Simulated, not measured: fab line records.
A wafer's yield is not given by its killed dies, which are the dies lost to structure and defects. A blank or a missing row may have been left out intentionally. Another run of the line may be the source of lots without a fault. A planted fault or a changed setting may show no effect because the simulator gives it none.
fab line records -- flow n5Finfet
record: lots: 12, wafers: 34, lastDay: 19
route steps=1938 shown HKMG_FIN@386
lots that met no fault: taken from a fault-free run of the same line
startH: the number of hours between the record's first day and the start of the first shown wafer of the lot -- waitH: hours from the lot's prior step to this one -- " the same as in the row above -- L1.1+2: a single row standing in for several wafers -- - either no value or no given start -- * or withheld: withheld -- < > ~ a bound
route shown NAME@n: names a module that has steps shown in the file, with the first one's number in the route -- usual: mean/standard deviation taken from wafers without a fault -- same: alike in all rows -- chamber/n: place in a boat -- sites: readings site by site -- _std_site: the values' standard deviation -- _edge_site: the outer-site mean with the inner-site mean subtracted -- radiusMm: for every site, how far away it sits from the centre of the wafer -- mask NAME#n: copy n -- behind: tool/chamber where the wafer was last shaped -- hold: why the lot was held/for how many hours/how that ended -- device: names the non-switching transistor (n, p or np) -- end of line: at the end of the route, the tests of the same wafers -- step lacking rows: just its recipe -- killed: the dies lost at the first sort to structure and to defects; this is not the yield of the wafer -- map: a wafer's dies, x killed, . not, _ none there
set.NAME: the run value of the setting; set.NAME@STEP: its run value at that earlier step -- model.NAME: the simulator's own value behind a step, which no gauge read
route steps across a sampled set of lots; one table per step, one row per wafer
services: the hour from which a tool's chamber was out of use, counted from the record's first day as startH (under 0 if before that day), plus the number of hours and why
== steps ==
step: N5_HKMG_FIN_HK_ALD_01
recipe: material: HfO2, targetThkA: 16, tempC: withheld, aldPrecursorFamily: HfCl4, aldCoReactant: H2O, pulseTimeS: 3, purgeTimeS: 3, coReactantPurgeTimeS: 2.5, coReactantPulseTimeS: 0.3, aldCycles: 30
usual: precursorPulseHeightRel: 0.999/0.02
lot.wafer,tool,chamber,startH,waitH,precursorPulseHeightRel
L197.2,aldHk-03,2,73.29,0.1,0.989
L197.4,aldHk-03,0,73.29,0.1,1.005
L197.5,aldHk-03,2,73.29,0.1,0.991
L199.1,aldHk-02,1,90.40,0.1,0.988
L199.2,aldHk-02,2,90.40,0.1,1.039
L199.6,aldHk-02,0,90.40,0.1,1.021
L201.1,aldHk-02,1,94.67,0.1,1.014
L201.2,aldHk-02,3,94.67,0.1,1.000
L201.6,aldHk-02,1,94.67,0.1,0.975
L202.3,aldHk-01,3,103.60,0.0,1.003
L202.4,aldHk-01,1,103.60,0.0,0.991
L202.6,aldHk-01,3,103.60,0.0,1.025
L203.1,aldHk-01,1,107.62,0.0,1.012
L203.2,aldHk-01,3,107.62,0.0,1.032
L203.6,aldHk-01,1,107.62,0.0,0.978
L204.2,aldHk-01,2,116.24,0.1,1.036
L204.3,aldHk-01,1,116.24,0.1,0.979
L204.5,aldHk-01,0,116.24,0.1,0.978
L205.2,aldHk-02,3,126.00,0.0,1.014
L205.5,aldHk-02,1,126.00,0.0,1.017
L205.6,aldHk-02,0,126.00,0.0,1.004
L207.1,aldHk-02,2,142.91,0.0,0.998
L207.3,aldHk-02,1,142.91,0.0,0.998
L207.6,aldHk-02,0,142.91,0.0,1.021
L215.1,aldHk-01,2,177.06,0.0,0.993
L215.4,aldHk-01,0,177.06,0.0,1.002
L215.5,aldHk-01,3,177.06,0.0,0.977
L214.1,aldHk-01,2,180.73,0.0,0.981
L214.4,aldHk-01,3,180.73,0.0,1.025
L216.1,aldHk-03,3,189.15,0.0,1.007
L216.4,aldHk-03,1,189.15,0.0,1.001
L216.5,aldHk-03,0,189.15,0.0,1.008
L219.4,aldHk-01,3,206.70,0.0,1.003
L219.5,aldHk-01,0,206.70,0.0,0.992
step: N5_HKMG_FIN_CD_MEAS_49
recipe: targetCdNm: 202, landingEnergyEv: 500, detector: seInlens, polarity: opening
usual: cdNm: 202.3/0.81
same: landingEnergyEv: 500
lot.wafer,tool,chamber,startH,waitH,cdNm
L197.2,cdSem-01,0,74.62,-,202.3
L197.4,cdSem-01,0,74.62,-,201.8
L197.5,cdSem-01,0,74.62,-,202.5
L199.1,cdSem-03,0,91.49,-,203.2
L199.2,cdSem-03,0,91.49,-,202.7
L199.6,cdSem-03,0,91.49,-,203.4
L201.1,cdSem-02,0,95.79,-,201.6
L201.2,cdSem-02,0,95.79,-,202.7
L201.6,cdSem-02,0,95.79,-,201.2
L202.3,cdSem-01,0,104.43,-,202.5
L202.4,cdSem-01,0,104.43,-,200.8
L202.6,cdSem-01,0,104.43,-,201.1
L203.1,cdSem-02,0,108.57,-,200.9
L203.2,cdSem-02,0,108.57,-,200.9
L203.6,cdSem-02,0,108.57,-,201.8
L204.2,cdSem-01,0,117.35,-,201.9
L204.3,cdSem-01,0,117.35,-,201.8
L204.5,cdSem-01,0,117.35,-,202.2
L205.2,cdSem-01,0,126.85,-,204.0
L205.5,cdSem-01,0,126.85,-,202.5
L205.6,cdSem-01,0,126.85,-,201.8
L207.1,cdSem-01,0,143.85,-,202.3
L207.3,cdSem-01,0,143.85,-,201.9
L207.6,cdSem-01,0,143.85,-,202.7
L215.1,cdSem-02,0,177.90,-,201.8
L215.4,cdSem-02,0,177.90,-,202.4
L215.5,cdSem-02,0,177.90,-,202.8
L214.1,cdSem-03,0,181.67,-,203.3
L214.4,cdSem-03,0,181.67,-,203.1
L216.1,cdSem-01,0,190.21,-,202.8
L216.4,cdSem-01,0,190.21,-,201.5
L216.5,cdSem-01,0,190.21,-,202.2
L219.4,cdSem-03,0,207.53,-,203.2
L219.5,cdSem-03,0,207.53,-,202.6
step: N5_HKMG_FIN_ETCH_54
recipe: chemistry: CF4, target: SiARC, targetDepthA: 455, maskMaterial: CAR-ArF, timeS: 75.8, ionEnergyEv: 80, pressureMtorr: 40, sourceW: 545, biasW: 36, Ar_flow_sccm: 100, cf4FlowSccm: 100, ends: cleared
usual: drypumpMotorCurrentA: 5.9/0.43, etchRfOnTimeS: 76.8/2.7, oesProductAu: 0.66/0.056, rfFwdPowerW: 539.8/2, rfVppV: 184.2/1.1, showerheadPlenumPTorr: 2.16/0.056, throttleValvePct: 15.65/0.22
lot.wafer,tool,chamber,startH,waitH,drypumpMotorCurrentA,etchRfOnTimeS,oesProductAu,rfFwdPowerW,rfHoursCounterH,rfVppV,showerheadPlenumPTorr,throttleValvePct
L197.2,rieDiel-06,0,74.74,0.0,5.7,73.6,0.70,544.2,89,186.1,2.26,15.65
L197.4,rieDiel-06,3,74.74,0.0,5.3,80.2,0.78,538.3,3,184.4,2.20,15.51
L197.5,rieDiel-06,3,74.74,0.0,5.3,80.1,0.78,537.3,-,185.2,2.20,15.52
L199.1,rieDiel-03,1,91.62,0.0,5.5,76.5,0.71,536.7,55,185.2,2.18,15.76
L199.2,rieDiel-03,2,91.62,0.0,5.4,77.9,0.63,540.8,144,183.4,2.14,15.36
L199.6,rieDiel-03,1,91.62,0.0,5.5,75.7,0.72,535.6,-,183.6,2.18,15.78
L201.1,rieDiel-01,3,96.34,0.0,6.1,71.4,0.65,541.9,198,184.7,2.12,15.90
L201.2,rieDiel-01,1,96.34,0.0,5.9,79.2,0.62,540.6,141,183.8,2.06,15.57
L201.6,rieDiel-01,1,96.34,0.0,6.0,79.0,0.62,538.8,-,181.7,2.06,15.57
L202.3,rieDiel-03,0,104.93,0.0,6.1,72.2,0.65,538.1,146,184.3,2.15,15.87
L202.4,rieDiel-03,0,104.93,0.0,6.1,72.7,0.65,538.1,-,183.0,2.15,15.89
L202.6,rieDiel-03,2,104.93,0.0,5.4,78.1,0.63,544.6,-,185.2,2.13,15.36
L203.1,rieDiel-06,2,108.91,0.0,5.4,78.4,0.64,541.2,170,183.4,2.13,15.53
L203.2,rieDiel-06,1,108.91,0.0,6.5,78.1,0.60,540.6,214,184.2,2.20,15.90
L203.6,rieDiel-06,1,108.91,0.0,6.5,78.2,0.60,540.5,-,185.2,2.20,15.86
L204.2,rieDiel-03,2,117.51,0.0,5.4,77.8,0.62,541.9,158,183.3,2.13,15.38
L204.3,rieDiel-03,3,117.51,0.0,6.3,75.9,0.74,537.9,56,183.9,2.10,15.20
L204.5,rieDiel-03,2,117.51,0.0,5.4,77.8,0.62,542.5,-,183.2,2.13,15.40
L205.2,rieDiel-03,2,126.98,0.0,5.4,51.2,0.80,864.0,162,156.2,2.13,15.39
L205.5,rieDiel-03,3,126.98,0.0,6.3,49.7,0.95,859.6,-,154.8,2.09,15.23
L205.6,rieDiel-03,2,126.98,0.0,5.4,50.4,0.80,866.4,-,157.3,2.13,15.39
L207.1,rieDiel-03,0,143.98,0.0,6.1,48.2,0.82,860.5,162,156.5,2.14,15.92
L207.3,rieDiel-03,1,143.98,0.0,5.5,50.2,0.92,862.5,60,159.1,2.18,15.78
L207.6,rieDiel-03,2,143.98,0.0,5.4,50.8,0.80,864.5,-,153.8,2.13,15.40
L215.1,rieDiel-06,2,178.14,0.0,5.4,78.7,0.62,544.0,193,184.2,2.12,15.56
L215.4,rieDiel-06,1,178.14,0.0,6.5,79.9,0.59,540.9,238,184.8,2.19,15.91
L215.5,rieDiel-06,0,178.14,0.0,5.7,74.1,0.67,541.8,-,185.0,2.25,15.70
L214.1,rieDiel-06,1,181.80,0.0,6.5,78.6,0.59,537.2,239,185.9,2.19,15.91
L214.4,rieDiel-06,0,181.80,0.0,5.7,72.9,0.68,540.6,122,186.5,2.25,15.71
L216.1,rieDiel-01,3,190.33,0.0,6.1,71.9,0.62,541.8,229,184.2,2.11,15.97
L216.4,rieDiel-01,1,190.33,0.0,5.9,78.7,0.60,541.1,174,183.1,2.05,15.65
L216.5,rieDiel-01,0,190.33,0.0,6.4,80.2,0.65,540.2,-,184.5,2.23,15.73
L219.4,rieDiel-03,2,207.65,0.0,5.4,77.7,0.61,541.2,191,184.5,2.12,15.46
L219.5,rieDiel-03,1,207.65,0.0,5.5,75.4,0.69,538.9,-,185.2,2.17,15.83
step: N5_HKMG_FIN_CVD_62
recipe: material: a-Si, targetThkA: 30, tempC: 500, precursor: Si2H6, pressureTorr: 1, timeS: 20.8
usual: heaterPowerW: 1428/130
lot.wafer,tool,chamber,startH,waitH,heaterPowerW
L197.2,thermalCvdSi-02,1,76.44,0.2,1335
L197.4,thermalCvdSi-02,0,76.44,0.2,1511
L197.5,thermalCvdSi-02,2,76.44,0.2,1347
L199.1,thermalCvdSi-01,1,93.31,0.2,1660
L199.2,thermalCvdSi-01,2,93.31,0.2,1490
L199.6,thermalCvdSi-01,1,93.31,0.2,1640
L201.1,thermalCvdSi-02,2,98.03,0.2,1359
L201.2,thermalCvdSi-02,0,98.03,0.2,1529
L201.6,thermalCvdSi-02,0,98.03,0.2,1520
L202.3,thermalCvdSi-02,0,106.62,0.2,1542
L202.4,thermalCvdSi-02,2,106.62,0.2,1370
L202.6,thermalCvdSi-02,1,106.62,0.2,1390
L203.1,thermalCvdSi-01,0,110.60,0.2,1235
L203.2,thermalCvdSi-01,2,110.60,0.2,1459
L203.6,thermalCvdSi-01,1,110.60,0.2,1670
L204.2,thermalCvdSi-02,0,119.20,0.2,1502
L204.3,thermalCvdSi-02,1,119.20,0.2,1415
L204.5,thermalCvdSi-02,2,119.20,0.2,1326
L205.2,thermalCvdSi-01,0,128.69,0.2,1219
L205.5,thermalCvdSi-01,2,128.69,0.2,1449
L205.6,thermalCvdSi-01,1,128.69,0.2,1680
L207.1,thermalCvdSi-01,1,145.68,0.2,1655
L207.3,thermalCvdSi-01,0,145.68,0.2,1262
L207.6,thermalCvdSi-01,1,145.68,0.2,1645
L215.1,thermalCvdSi-02,0,179.83,0.2,1503
L215.4,thermalCvdSi-02,1,179.83,0.2,1343
L215.5,thermalCvdSi-02,2,179.83,0.2,1344
L214.1,thermalCvdSi-01,0,183.50,0.2,1245
L214.4,thermalCvdSi-01,0,183.50,0.2,1230
L216.1,thermalCvdSi-02,1,192.10,0.2,1365
L216.4,thermalCvdSi-02,1,192.10,0.2,1389
L216.5,thermalCvdSi-02,0,192.10,0.2,1492
L219.4,thermalCvdSi-01,0,209.39,0.2,1262
L219.5,thermalCvdSi-01,1,209.39,0.2,1631
== services ==
tool,chamber,startH,hours,kind
rieDiel-03,3,52.75,23.1,repair
aldHk-01,-,53.93,8.7,pm
thermalCvdSi-01,1,56.04,16.0,repair
rieDiel-01,2,66.15,-,clean
rieDiel-01,2,66.15,-,consumableReplace:focusRing
rieDiel-01,2,66.15,18.8,scheduledDown
rieDiel-01,2,66.15,18.8,ventCycle
thermalCvdSi-01,-,79.64,1.0,repair
rieDiel-03,1,92.41,36.0,repair
thermalCvdSi-01,2,120.29,4.6,repair
aldHk-03,-,155.67,0.2,repair
thermalCvdSi-01,1,162.71,3.2,repair
aldHk-03,-,177.02,8.7,pm
aldHk-01,-,180.98,0.3,repair
== key ==
firstSign: step: N5_HKMG_FIN_ETCH_54, reading: rfFwdPowerW, direction: up, sigmas: 99+, usual: *, struck: *
effect: step: N5_HKMG_FIN_ETCH_54, reading: rfVppV, direction: down, sigmas: 25, usual: 184.2, struck: 156.3
metAt N5_HKMG_FIN_ETCH_54
struckLots L205,L207
testerLeftOut L205,L207
notActingAt N5_HKMG_FIN_HK_ALD_01,N5_HKMG_FIN_CD_MEAS_49,N5_HKMG_FIN_CVD_62
onsetBetween 117.51 126.98
fault: kind: processParameterDrift, tool: rieDiel-03, chamber: -, onsetH: 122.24, steps: N5_HKMG_FIN_ETCH_54, channel: sourceW, offset: 327, shape: step, endH: 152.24, actsIn: theseRecipesOnly, stated: 545
testerLeftOut: of these lots the tester's yield and bins aren't shown, on N5 and GAA mostly nor the transistor test; their killed dies are dies lost to structure and defects alone, not to doping, threshold or leakage, so they don't give the yield
